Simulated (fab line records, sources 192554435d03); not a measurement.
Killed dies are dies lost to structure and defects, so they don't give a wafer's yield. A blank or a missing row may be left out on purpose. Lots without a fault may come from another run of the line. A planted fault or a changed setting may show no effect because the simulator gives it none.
Chamber matching | flow n5_finfet | N5_HKMG_FIN_ALD_79 on ald_metal-02: 4 sister chambers
The step deposits TiN, target thk 1.5 nm, pulse time 1 s, purge time 3 s. 8 wafers are shown with their chamber, then 8 later ones without.

WAFERS WITH THEIR CHAMBER
wafer  | chamber | heater_power_w (W) | precursor_pulse_height_rel
L081.1 | 0       | 983                | 0.998
L084.3 | 1       | 789                | 0.969
L084.5 | 3       | 874                | 0.977
L084.6 | 2       | 782                | 1.016
L085.1 | 2       | 797                | 1.008
L085.2 | 3       | 912                | 1.003
L085.5 | 0       | 992                | 1.038
L086.1 | 1       | 804                | 0.965

WAFERS WITHOUT THEIR CHAMBER
wafer  | heater_power_w (W) | precursor_pulse_height_rel
L086.3 | 977                | 1.042
L086.4 | 775                | 1.012
L087.2 | 789                | 0.964
L087.3 | 867                | 1.014
L087.4 | 964                | 1.001
L094.1 | 895                | 0.983
L094.2 | 794                | 0.971
L094.5 | 774                | 1.002

WHICH CHAMBER EACH WENT THROUGH
wafer  | from the rows above     | in truth
L086.3 | 0                       | 0
L086.4 | 2                       | 2
L087.2 | 1                       | 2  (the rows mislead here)
L087.3 | 3                       | 3
L087.4 | 0                       | 0
L094.1 | 3                       | 3
L094.2 | 1                       | 1
L094.5 | can't be placed: 2 or 1 | 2
Placed correctly: 6 of 8. Can't be placed from these rows: 1 (the true chamber is among the candidates in 1). Placed wrongly: 1.
How it was worked out, from the rows above alone: a wafer's distance from a chamber is the root of the sum, over the readings, of the square of ((its reading less the chamber's mean) divided by the reading's scatter). The wafer belongs to the nearest chamber; if the next one is less than 2 further off, it can't be placed. A chamber's mean is the mean of its shown wafers. The scatter: the root of (the sum of the squares of (reading less its chamber's mean) over the shown wafers, divided by (wafers less chambers)).
